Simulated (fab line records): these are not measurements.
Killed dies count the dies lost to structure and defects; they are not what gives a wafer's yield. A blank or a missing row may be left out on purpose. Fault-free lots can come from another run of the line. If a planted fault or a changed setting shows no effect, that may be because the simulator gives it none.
Chamber matching | flow n5_finfet | 4 sister chambers for N5_BEOL_M3_ALD_98 on ald_sin-02
The step deposits SiO2, target thk 2.5 nm, pulse time 1 s, co reactant pulse time 1 s. 22 wafers are shown with their chamber, then 11 later ones without.

== WAFERS PAIRED WITH THEIR CHAMBERS ==
wafer  | chamber | heater_power_w (W) | precursor_pulse_height_rel
L075.1 | 3       | 88                 | 0.985
L075.2 | 0       | 80                 | 0.979
L075.3 | 1       | 61                 | 0.980
L075.4 | 2       | 87                 | 0.987
L075.5 | 2       | 86                 | 1.028
L075.6 | 1       | 63                 | 1.017
L077.2 | 3       | 83                 | 1.004
L077.5 | 1       | 62                 | 0.980
L077.6 | 2       | 86                 | 1.009
L076.1 | 2       | 85                 | 1.005
L076.3 | 0       | 78                 | 1.037
L076.4 | 3       | 88                 | 0.999
L078.2 | 1       | 61                 | 1.010
L078.3 | 0       | 79                 | 1.010
L078.6 | 1       | 62                 | 0.975
L083.1 | 0       | 76                 | 1.007
L083.4 | 1       | 63                 | 0.989
L083.5 | 3       | 89                 | 1.030
L082.2 | 0       | 78                 | 0.988
L082.3 | 3       | 85                 | 0.973
L082.6 | 1       | 62                 | 0.975
L081.4 | 2       | 88                 | 0.997

SIGNATURES, as means of the wafers listed above
reading                    | chamber 0 | chamber 1 | chamber 2 | chamber 3 | scatter within a chamber
heater_power_w             | 78.20     | 62.00     | 86.40     | 86.60     | 1.55
precursor_pulse_height_rel | 1.00420   | 0.98943   | 1.00520   | 0.99820   | 0.0191
Rule: for a wafer and a chamber, the distance is found by dividing, reading by reading, the gap between the wafer's reading and the chamber's mean by the reading's scatter, squaring, summing and taking the root. If the next closest chamber is less than 2 further off than the closest, the wafer can't be placed; otherwise it belongs to the closest. How the scatter is found: for the shown wafers, subtract from each reading the mean of its chamber, square and add these, divide the total by (wafers less chambers), then take the root.

== WAFERS MISSING THEIR CHAMBER ==
wafer  | heater_power_w (W) | precursor_pulse_height_rel
L081.5 | 88                 | 0.995
L081.6 | 86                 | 0.952
L090.1 | 62                 | 1.007
L090.4 | 88                 | 1.020
L090.6 | 85                 | 1.020
L091.1 | 81                 | 1.009
L091.2 | 60                 | 1.013
L091.6 | 77                 | 1.014
L096.1 | 89                 | 1.049
L096.2 | 62                 | 0.996
L096.4 | 88                 | 0.979

== CHAMBER TAKEN BY EACH ==
wafer  | from the rows above          | in truth
L081.5 | can't be placed: 3 or 2      | 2
L081.6 | can't be placed: 3 or 2      | 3
L090.1 | 1                            | 1
L090.4 | can't be placed: 2 or 3      | 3
L090.6 | can't be placed: 2 or 3      | 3
L091.1 | can't be placed: 0 or 2 or 3 | 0
L091.2 | 1                            | 1
L091.6 | 0                            | 0
L096.1 | can't be placed: 2 or 3      | 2
L096.2 | 1                            | 1
L096.4 | can't be placed: 3 or 2      | 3
4 of 11 placed correctly. From these rows, 7 cannot be placed; in 7 the true chamber is one of the candidates. Wrongly placed: 0.
